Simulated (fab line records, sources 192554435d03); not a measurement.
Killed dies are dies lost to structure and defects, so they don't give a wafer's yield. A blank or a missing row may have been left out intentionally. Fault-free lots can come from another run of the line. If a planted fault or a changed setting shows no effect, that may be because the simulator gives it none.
fab line records	flow n5_finfet
record: lots: 6	wafers: 18	last_day: 18
route steps=1938 shown BEOL_M6@1242 PASSIVATION@1936
lots untouched by any fault: they come from a run of this same line in which no faults occurred
start_h: hours from the record's opening day to when the first of the lot's shown wafers began	wait_h: hours since the lot's step before	" the same as in the row above	L1.1+2: a single row standing in for several wafers	- value missing, or start not given	* or withheld: withheld	< > ~ a bound
route shown NAME@n: names a module that has steps shown in the file, with the first one's number in the route	usual: average and standard deviation across the fault-free wafers	same: alike in all rows	chamber/n: place in a boat	sites: the reading at each site	_std_site: their standard deviation	_edge_site: mean of outer sites minus mean of inner sites	radius_mm: how far each site lies from the wafer's centre	mask NAME#n: copy n	behind: the last tool/chamber to shape the wafer	hold: reason for holding the lot/hours on hold/outcome of the hold	device: the n, p or np transistor that did not switch	end of line: the tests these same wafers got at the end of their route	a step with no rows: only its recipe	killed: dies that structure and defects cost at the first sort, which is not the same as the wafer's yield	map: the dies of a wafer, with x for killed, . for not killed, _ for no die there
set.NAME: the setting as run; set.NAME@STEP: as run at that earlier step	model.NAME: the simulator's own value behind a step, which no gauge read
lots seen at some steps along the route; tables by step, rows by wafer
services: from which hour (start_h, from the record's first day; less than 0 if before it) a tool's chamber was out of use, for how many hours, and why
== steps ==
step: N5_BEOL_M6_OCD_MEAS_38
usual: trench_depth_nm: 93.3/2.9
lot.wafer	tool	chamber	start_h	wait_h	trench_depth_nm
L385.2	ocd-02	-	206.94	-	88.6
L385.5	"	-	"	"	98.9
L385.6	"	-	"	"	89.1
L390.1	ocd-01	-	241.55	-	89.3
L390.2	"	-	"	"	93.9
L390.5	"	-	"	"	93.1
L394.1	ocd-02	-	260.46	-	93.3
L394.3	"	-	"	"	94.2
L394.4	"	-	"	"	91.2
L395.2	ocd-02	-	265.13	-	95.5
L395.4	"	-	"	"	96.1
L395.6	"	-	"	"	90.0
L402.1	ocd-02	-	309.41	-	93.7
L402.2	"	-	"	"	87.4
L402.5	"	-	"	"	92.8
L403.2	ocd-02	-	327.59	-	93.6
L403.3	"	-	"	"	87.6
L403.4	"	-	"	"	87.8
step: N5_BEOL_M6_HM_STRIP_39
recipe: chemistry: peroxide_tin_strip	material: TiN	target_depth_a: 250	temp_c: 50	time_s: 158
step: N5_BEOL_M6_SRD_40
recipe: time_s: 30	temp_c: 23	rinse_liquid: diw	dry: ipa_marangoni
step: N5_BEOL_M6_PRECLEAN_42
recipe: chemistry: residue_remover	time_s: 60	temp_c: 40
step: N5_BEOL_M6_SRD_43
recipe: time_s: 30	temp_c: 23	rinse_liquid: diw	dry: ipa_marangoni
step: N5_BEOL_M6_CD_MEAS_35
recipe: target_cd_nm: 40	target_cd_y_nm: 28	polarity: opening
usual: cd_nm: 39.8/0.7
lot.wafer	tool	chamber	start_h	wait_h	cd_nm
L385.2	cd_sem-03	-	207.09	0.0	40.3
L385.5	"	-	"	"	39.0
L385.6	"	-	"	"	39.5
L390.1	cd_sem-02	-	241.71	0.0	39.9
L390.2	"	-	"	"	39.6
L390.5	"	-	"	"	39.8
L394.1	cd_sem-03	-	260.61	0.0	39.9
L394.3	"	-	"	"	39.3
L394.4	"	-	"	"	39.1
L395.2	cd_sem-01	-	265.29	0.0	39.4
L395.4	"	-	"	"	39.7
L395.6	"	-	"	"	40.1
L402.1	cd_sem-01	-	309.66	0.0	38.8
L402.2	"	-	"	"	40.0
L402.5	"	-	"	"	38.7
L403.2	cd_sem-02	-	327.75	0.0	39.2
L403.3	"	-	"	"	38.3
L403.4	"	-	"	"	39.8
step: N5_BEOL_M6_CURE_75
recipe: temp_c: 370	time_s: 120	ambient: DMADMS/He	material: SiCOH_lowk
usual: lamp_power_pct: 52.31/0.057	wafer_temp_C_max: 371.6/0.52
lot.wafer	tool	chamber	start_h	wait_h	lamp_power_pct	wafer_temp_C_max
L385.2	uv_cure-02	2	207.36	0.3	52.31	372.1
L385.5	"	2	"	"	52.36	372.2
L385.6	"	2	"	"	52.38	372.0
L390.1	uv_cure-01	1	241.75	0.0	52.37	371.0
L390.2	"	1	"	"	52.24	371.0
L390.5	"	1	"	"	52.26	371.0
L394.1	uv_cure-02	1	260.65	0.0	52.26	371.4
L394.3	"	1	"	"	52.32	371.6
L394.4	"	1	"	"	52.29	371.4
L395.2	uv_cure-02	0	265.71	0.4	52.36	371.7
L395.4	"	0	"	"	52.36	371.9
L395.6	"	0	"	"	52.33	372.5
L402.1	uv_cure-01	0	309.70	0.0	52.31	371.5
L402.2	"	0	"	"	52.35	371.1
L402.5	"	0	"	"	52.29	371.0
L403.2	uv_cure-01	1	327.90	0.2	52.30	370.9
L403.3	"	1	"	"	52.34	370.8
L403.4	"	1	"	"	52.29	370.6
step: N5_BEOL_M6_DEGAS_44
recipe: ambient: vacuum	temp_c: 250	time_s: 60
usual: heater_power_w: 329/33
lot.wafer	tool	chamber	start_h	wait_h	heater_power_w
L385.2	pvd_sputter-03	-	207.65	0.2	372
L385.5	"	-	"	"	330
L385.6	"	-	"	"	372
L390.1	pvd_sputter-01	-	242.08	0.3	286
L390.2	"	-	"	"	383
L390.5	"	-	"	"	356
L394.1	pvd_sputter-02	-	261.14	0.4	290
L394.3	"	-	"	"	351
L394.4	"	-	"	"	300
L395.2	pvd_sputter-03	-	266.11	0.4	326
L395.4	"	-	"	"	368
L395.6	"	-	"	"	323
L402.1	pvd_sputter-02	-	310.12	0.4	358
L402.2	"	-	"	"	289
L402.5	"	-	"	"	350
L403.2	pvd_sputter-03	-	328.70	0.7	360
L403.3	"	-	"	"	381
L403.4	"	-	"	"	317
step: N5_BEOL_M6_PRE_CLEAN_45
recipe: gas: H2/He	time_s: 30	temp_c: 250
usual: heater_power_w: 328/32
lot.wafer	tool	chamber	start_h	wait_h	heater_power_w
L385.2	pvd_sputter-03	-	207.69	0.0	372
L385.5	"	-	"	"	317
L385.6	"	-	"	"	369
L390.1	pvd_sputter-01	-	242.12	0.0	284
L390.2	"	-	"	"	368
L390.5	"	-	"	"	342
L394.1	pvd_sputter-02	-	261.18	0.0	282
L394.3	"	-	"	"	338
L394.4	"	-	"	"	304
L395.2	pvd_sputter-03	-	266.15	0.0	330
L395.4	"	-	"	"	361
L395.6	"	-	"	"	330
L402.1	pvd_sputter-02	-	310.16	0.0	355
L402.2	"	-	"	"	285
L402.5	"	-	"	"	351
L403.2	pvd_sputter-03	-	328.74	0.0	355
L403.3	"	-	"	"	376
L403.4	"	-	"	"	327
step: N5_BEOL_M6_ALD_77
recipe: material: TaN	target_thk_a: 20	temp_c: 275	ald_precursor_family: PDMAT	ald_co_reactant: NH3	pressure_torr: 3	carrier_flow_sccm: 1500	pulse_time_s: 2	purge_time_s: 3	co_reactant_purge_time_s: 2	co_reactant_pulse_time_s: 3	ald_cycles: 40	precursor_vessel_temp_c: 75	precursor_vessel_pressure_torr: 26.25	precursor_vessel_carrier_sccm: 1000
usual: heater_power_w: 417/23	precursor_vessel_pressure_torr: 26.25/0.053
lot.wafer	tool	chamber	start_h	wait_h	heater_power_w	precursor_vessel_pressure_torr
L385.2	ald_metal-03	1	207.77	0.1	437	26.25
L385.5	"	0	"	"	454	26.19
L385.6	"	3	"	"	370	26.28
L390.1	ald_metal-02	1	242.18	0.0	442	26.24
L390.2	"	2	"	"	438	26.27
L390.5	"	0	"	"	434	26.27
L394.1	ald_metal-03	3	261.26	0.1	368	26.28
L394.3	"	0	"	"	449	26.24
L394.4	"	2	"	"	413	26.30
L395.2	ald_metal-02	0	266.22	0.1	438	26.26
L395.4	"	1	"	"	434	26.21
L395.6	"	0	"	"	427	26.22
L402.1	ald_metal-01	1	310.22	0.0	402	26.20
L402.2	"	3	"	"	413	26.19
L402.5	"	0	"	"	392	26.31
L403.2	ald_metal-03	3	328.99	0.2	369	26.25
L403.3	"	2	"	"	412	26.26
L403.4	"	1	"	"	435	26.13
step: N5_BEOL_M6_SURFACE_TREAT_79
recipe: gas: Ar	time_s: *	ion_energy_ev: *	ion_current_ma_cm2: 0.5	pressure_mtorr: *	ar_flow_sccm: 30
usual: throttle_valve_pct: *
lot.wafer	tool	chamber	start_h	wait_h	throttle_valve_pct
L385.2	pvd_sputter-01	-	208.13	0.2	*
L385.5	"	-	"	"	*
L385.6	"	-	"	"	*
L390.1	pvd_sputter-01	-	242.46	0.2	*
L390.2	"	-	"	"	*
L390.5	"	-	"	"	*
L394.1	pvd_sputter-03	-	261.65	0.3	*
L394.3	"	-	"	"	*
L394.4	"	-	"	"	*
L395.2	pvd_sputter-03	-	266.59	0.2	*
L395.4	"	-	"	"	*
L395.6	"	-	"	"	*
L402.1	pvd_sputter-02	-	310.64	0.3	*
L402.2	"	-	"	"	*
L402.5	"	-	"	"	*
L403.2	pvd_sputter-01	-	329.35	0.2	*
L403.3	"	-	"	"	*
L403.4	"	-	"	"	*
step: N5_BEOL_M6_CVD_78
recipe: material: Co	target_thk_a: 20	temp_c: withheld	precursor: CCTBA/H2	pressure_torr: 30	time_s: 142.3
step: N5_BEOL_M6_SPUTTER_48
recipe: material: Cu	target_thk_a: 100	temp_c: -20	bias_v: 60	power_w: 26000	chamber_pressure_pa: 0.13	time_s: 1.667
usual: cathode_dc_power_W: 26000/4.9	throttle_valve_pct: 30.0/0.93
lot.wafer	tool	chamber	start_h	wait_h	cathode_dc_power_W	throttle_valve_pct
L385.2	pvd_sputter-01	-	208.53	0.2	26002	29.3
L385.5	"	-	"	"	25997	29.2
L385.6	"	-	"	"	26002	28.5
L390.1	pvd_sputter-03	-	242.64	0.1	26002	30.3
L390.2	"	-	"	"	26002	29.8
L390.5	"	-	"	"	26000	31.5
L394.1	pvd_sputter-03	-	261.87	0.1	22874	30.5
L394.3	"	-	"	"	25994	30.1
L394.4	"	-	"	"	26002	29.9
L395.2	pvd_sputter-03	-	266.91	0.2	22875	30.2
L395.4	"	-	"	"	26001	30.0
L395.6	"	-	"	"	22879	30.5
L402.1	pvd_sputter-01	-	311.12	0.3	26003	29.4
L402.2	"	-	"	"	26000	30.3
L402.5	"	-	"	"	25999	29.5
L403.2	pvd_sputter-01	-	329.67	0.1	26002	30.2
L403.3	"	-	"	"	25996	29.9
L403.4	"	-	"	"	25995	29.4
step: N5_BEOL_M6_ECD_50
recipe: material: Cu	target_thk_a: 3000
step: N5_PASSIVATION_PROBE_49
usual: defect_limited_yield: 91.5/1.5	killed_at_M0_to_M3: 33/9.9	killed_at_M4_up: 14/5.2	killed_at_contacts: 11/5.2	killed_at_front_end: 38/10	killed_at_other: 4/3.5	killed_dies: 100/18	killed_open: 66/14	killed_short: 32/6.9	sort_bin_5_function: 5.0/1	sort_bin_6_memory: 3.1/0.69	sort_bin_8_speed: 0.03/0.26	sort_n_pass: 1080/18	sort_yield_pct: 91.5/1.5
same: gross_dies: 1180	killed_at_back_side: 0	sort_bin_4_leakage[%]: 0
lot.wafer	tool	chamber	start_h	wait_h	defect_limited_yield[%]	killed_at_M0_to_M3	killed_at_M4_up	killed_at_contacts	killed_at_front_end	killed_at_other	killed_dies	killed_open	killed_short	sort_bin_5_function[%]	sort_bin_6_memory[%]	sort_bin_8_speed[%]	sort_n_pass	sort_yield_pct[%]
L385.2	prober-01	-	297.56	0.1	91.9	39	6	9	38	3	95	66	29	4.8	3.2	0	1085	91.9
L385.5	prober-01	-	297.71	0.2	91.5	47	11	13	26	3	100	64	36	5.3	2.9	0	1080	91.5
L385.6	prober-01	-	297.76	0.3	91.6	28	19	17	34	1	99	67	32	5.7	2.5	0	1081	91.6
L390.1	prober-02	-	332.04	0.0	91.6	27	8	14	49	1	99	63	34	4.7	3.4	0	1081	91.6
L390.2	prober-02	-	332.09	0.1	93.1	16	10	7	47	2	82	52	26	3.7	3.1	0	1098	93.1
L390.5	prober-02	-	332.24	0.2	92.2	20	15	9	47	1	92	53	29	4.2	2.8	0.08	1088	92.2
L394.3	prober-02	-	351.74	0.1	91.7	23	9	9	44	13	98	62	23	5.0	2.5	0	1082	91.7
L395.2	prober-02	-	360.08	0.1	92.5	24	15	8	39	3	89	54	35	4.7	2.6	0	1091	92.5
L395.4	prober-02	-	360.18	0.2	91.9	22	11	11	36	15	95	60	34	5.0	2.5	0	1085	91.9
L395.6	prober-02	-	360.28	0.3	93.5	17	6	8	39	7	77	45	32	3.3	3.1	0	1103	93.5
L403.2	prober-01	-	421.66	0.1	91.5	37	9	14	39	1	100	76	24	4.5	3.6	0	1080	91.5
L403.3	prober-01	-	421.71	0.1	89.6	47	11	17	41	7	123	83	40	5.3	4.7	0	1057	89.6
L403.4	prober-01	-	421.76	0.2	90.4	37	17	15	42	2	113	79	32	5.8	3.6	0	1067	90.4
killed by level:class
L385.2 DUMMY_GATE:geometric_particle:open=10 BEOL_M0_SAQP:geometric_particle:short=10 BEOL_M1:geometric_particle:open=9 MOL_CONTACT_COAG:geometric_particle:open=8 BEOL_M0_SAQP:geometric_particle:open=8 STI_FIN_REVEAL:geometric_particle:open=6 FIN_SAQP:geometric_particle:open=4 BEOL_M2:geometric_particle:open=4
L385.5 BEOL_M0_SAQP:geometric_particle:short=12 BEOL_M0_SAQP:geometric_particle:open=10 FIN_SAQP:geometric_particle:open=9 MOL_CONTACT_COAG:geometric_particle:open=9 BEOL_M1:geometric_particle:short=7 BEOL_M2:geometric_particle:open=7 BEOL_M3:geometric_particle:open=5 MOL_CONTACT_COAG:geometric_particle:short=4
L385.6 MOL_CONTACT_COAG:geometric_particle:open=12 FIN_SAQP:geometric_particle:open=8 BEOL_M2:geometric_particle:open=7 BEOL_M3:geometric_particle:open=7 BEOL_M4:geometric_particle:open=6 FIN_SAQP:geometric_particle:short=5 BEOL_M0_SAQP:geometric_particle:short=5 MOL_CONTACT_COAG:geometric_particle:short=5
L390.1 MOL_CONTACT_COAG:geometric_particle:open=13 FIN_SAQP:geometric_particle:open=12 STI_FIN_REVEAL:geometric_particle:open=11 FIN_SAQP:geometric_particle:short=9 BEOL_M0_SAQP:geometric_particle:open=8 BEOL_M0_SAQP:geometric_particle:short=7 GATE_CUT:geometric_particle:short=6 BEOL_M2:geometric_particle:open=5
L390.2 FIN_SAQP:geometric_particle:open=15 DUMMY_GATE:geometric_particle:open=8 MOL_CONTACT_COAG:geometric_particle:open=6 FIN_SAQP:geometric_particle:short=5 BEOL_M0_SAQP:geometric_particle:short=5 BEOL_M3:geometric_particle:open=4 BEOL_M4:geometric_particle:open=4 STI_FIN_REVEAL:geometric_particle:open=3
L390.5 FIN_SAQP:geometric_particle:open=13 FIN_SAQP:geometric_particle:short=6 MOL_CONTACT_COAG:geometric_particle:open=6 BEOL_M3:geometric_particle:open=6 HKMG_FIN:area_etch=6 STI_FIN_REVEAL:geometric_particle:open=5 GATE_CUT:geometric_particle:short=4 BEOL_M4:geometric_particle:open=4
L394.3 HKMG_FIN:area_etch=10 STI_FIN_REVEAL:geometric_particle:open=9 BEOL_M1:geometric_particle:open=7 MOL_CONTACT_COAG:geometric_particle:open=6 BEOL_M0_SAQP:geometric_particle:open=6 PASS1_CAP:geometric_particle:open=6 FIN_SAQP:geometric_particle:short=4 ILD0:geometric_particle:open=4
L395.2 FIN_SAQP:geometric_particle:short=6 STI_FIN_REVEAL:geometric_particle:open=6 DUMMY_GATE:geometric_particle:open=6 BEOL_M4:geometric_particle:open=6 MOL_CONTACT_COAG:geometric_particle:open=5 BEOL_M3:geometric_particle:short=5 FIN_SAQP:geometric_particle:open=4 GATE_CUT:geometric_particle:open=4
L395.4 MOL_CONTACT_COAG:geometric_particle:open=8 FIN_SAQP:geometric_particle:short=5 STI_FIN_REVEAL:geometric_particle:open=5 BEOL_M2:geometric_particle:open=5 BEOL_M4:geometric_particle:open=5 FIN_SAQP:geometric_particle:open=4 GATE_CUT:geometric_particle:short=4 BEOL_M0_SAQP:geometric_particle:short=4
L395.6 FIN_SAQP:geometric_particle:short=7 BEOL_M2:geometric_particle:open=7 GATE_CUT:geometric_particle:short=6 MOL_CONTACT_COAG:geometric_particle:open=6 STI_FIN_REVEAL:geometric_particle:open=5 STARTING-WAFER:geometric_particle:open=5 ILD0:geometric_particle:short=4 FIN_SAQP:geometric_particle:open=3
L403.2 STI_FIN_REVEAL:geometric_particle:open=12 BEOL_M3:geometric_particle:open=12 MOL_CONTACT_COAG:geometric_particle:open=10 DUMMY_GATE:geometric_particle:open=9 BEOL_M0_SAQP:geometric_particle:open=8 BEOL_M2:geometric_particle:open=8 GATE_CUT:geometric_particle:short=4 MOL_CONTACT_COAG:geometric_particle:short=4
L403.3 BEOL_M3:geometric_particle:open=15 MOL_CONTACT_COAG:geometric_particle:open=15 FIN_SAQP:geometric_particle:open=14 BEOL_M0_SAQP:geometric_particle:open=10 BEOL_M3:geometric_particle:short=7 FIN_SAQP:geometric_particle:short=6 BEOL_M0_SAQP:geometric_particle:short=6 STARTING-WAFER:geometric_particle:short=5
L403.4 MOL_CONTACT_COAG:geometric_particle:open=13 STI_FIN_REVEAL:geometric_particle:open=11 BEOL_M3:geometric_particle:open=11 FIN_SAQP:geometric_particle:open=7 FIN_SAQP:geometric_particle:short=6 BEOL_M0_SAQP:geometric_particle:short=6 BEOL_M2:geometric_particle:open=6 BEOL_M3:geometric_particle:short=5
== services ==
tool	chamber	start_h	hours	kind
ald_metal-01	3	193.45	5.0	repair
ald_metal-03	-	194.98	6.0	pm
uv_cure-01	-	256.24	22.2	pm
ald_metal-01	2	263.55	8.6	repair
ald_metal-01	-	264.98	2.8	pm
uv_cure-02	-	267.26	2.1	pm
ald_metal-02	3	273.05	17.4	repair
ald_metal-01	0	275.04	-	calibration
== key ==
first_sign: step: N5_BEOL_M6_SPUTTER_48	reading: cathode_dc_power_W	direction: down	sigmas: 99+	usual: *	struck: *
effect none on later readings
met_at N5_BEOL_M6_SPUTTER_48
struck_wafers L394.1,L395.2,L395.6
baseline_loss: step: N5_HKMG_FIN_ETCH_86	wafers: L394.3
onset_between 242.64 261.87
fault: kind: process_parameter_drift	tool: pvd_sputter-03	chamber: -	onset_h: 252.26	steps: N5_BEOL_M6_SPUTTER_48	channel: power_w	offset: *	shape: step	end_h: 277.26	acts_in: *	stated: *	scope: struck_wafers_only
baseline_loss: these wafers lose ten dies or more at that step, a loss of the line's own and not of a fault; the sort's usual values leave them out
